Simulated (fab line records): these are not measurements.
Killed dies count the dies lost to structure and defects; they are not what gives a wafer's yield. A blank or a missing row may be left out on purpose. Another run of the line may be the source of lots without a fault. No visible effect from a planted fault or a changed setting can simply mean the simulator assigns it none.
Split-lot experiment -- flow n5 finfet -- 21 wafers read across 7 lots, on a route 1938 steps long

== SPLIT DETAILS ==
At N5_BEOL_M14_COAT_22 (resist thk 300 nm), the setting spin rpm was moved away from the recipe's 2888 rpm on 4 of the 21 wafers read, by -9.4% to +5.9%. For the rest of the wafers, this setting stayed at what the recipe calls for.

Reading taken at the split's own step.

== THE READING ==
coat_of_BEOL_M14_COAT_22.thk nm (the simulator's own value, which no gauge read), in nm, at N5_BEOL_M14_COAT_22 (resist thk 300 nm). The file gives no usual value for it. Average 300.1 nm, standard deviation 0.68 nm, over the 17 wafers here run with the recipe.

wafer,"tool, chamber at the split","spin rpm as run, rpm",against the recipe,"coat_of_BEOL_M14_COAT_22.thk nm, nm",against lot-mates on the recipe
L075.1,"litho track-02, 0",2675,-7.4%,313.2,+12.4
L075.2,"litho track-02, 0",2888,recipe,300.8,-
L075.3,"litho track-02, 0",2888,recipe,300.8,-
L077.1,"litho track-03, 0",2888,recipe,300,-
L077.2,"litho track-03, 0",2888,recipe,299.6,-
L077.5,"litho track-03, 0",2888,recipe,299.2,-
L085.1,"litho track-05, 0",2888,recipe,301,-
L085.3,"litho track-05, 0",2888,recipe,300.6,-
L085.4,"litho track-05, 0",2888,recipe,299.8,-
L088.2,"litho track-05, 0",2616,-9.4%,315,+15.0
L088.3,"litho track-05, 0",2888,recipe,300,-
L088.6,"litho track-05, 0",2616,-9.4%,315.4,+15.4
L091.2,"litho track-03, 0",2888,recipe,300.4,-
L091.3,"litho track-03, 0",2888,recipe,300,-
L091.6,"litho track-03, 0",2888,recipe,300,-
L092.1,"litho track-02, 0",2888,recipe,300.6,-
L092.4,"litho track-02, 0",2888,recipe,300.6,-
L092.3,"litho track-02, 0",3057,+5.9%,291.4,-9.2
L097.2,"litho track-02, 0",2888,recipe,299,-
L097.5,"litho track-02, 0",2888,recipe,301.2,-
L097.6,"litho track-02, 0",2888,recipe,298.8,-

FIT RESULTS
A straight line over all 21 wafers: coat_of_BEOL_M14_COAT_22.thk nm changes by -1.61 nm for each +1% of spin rpm; r = -0.99; the points scatter about the line by 0.72 nm.
The same after taking each lot's own level away (the mean of its wafers on the recipe; 21 wafers): -1.62 nm for each +1%; r = -1.00; scatter 0.52 nm.
The reading moves by 15 nm for the largest change in spin rpm, on that fit.
From 299.60 to 300.80 nm: that is the span of the lots' own levels, equal to 1.8 times the standard deviation above.
So the lot-to-lot level changes the slope little: the two slopes agree.
Check: with one of the wafers moved furthest among these (-9.4%) left out of the fit, the line predicts +15.4 nm for it against its lot-mates. Against them it came out at +15 nm.

== FILE'S OWN FIT ==
coat_of_BEOL_M14_COAT_22.thk nm changes by -1.63 nm for each +1% of spin rpm, r = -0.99.
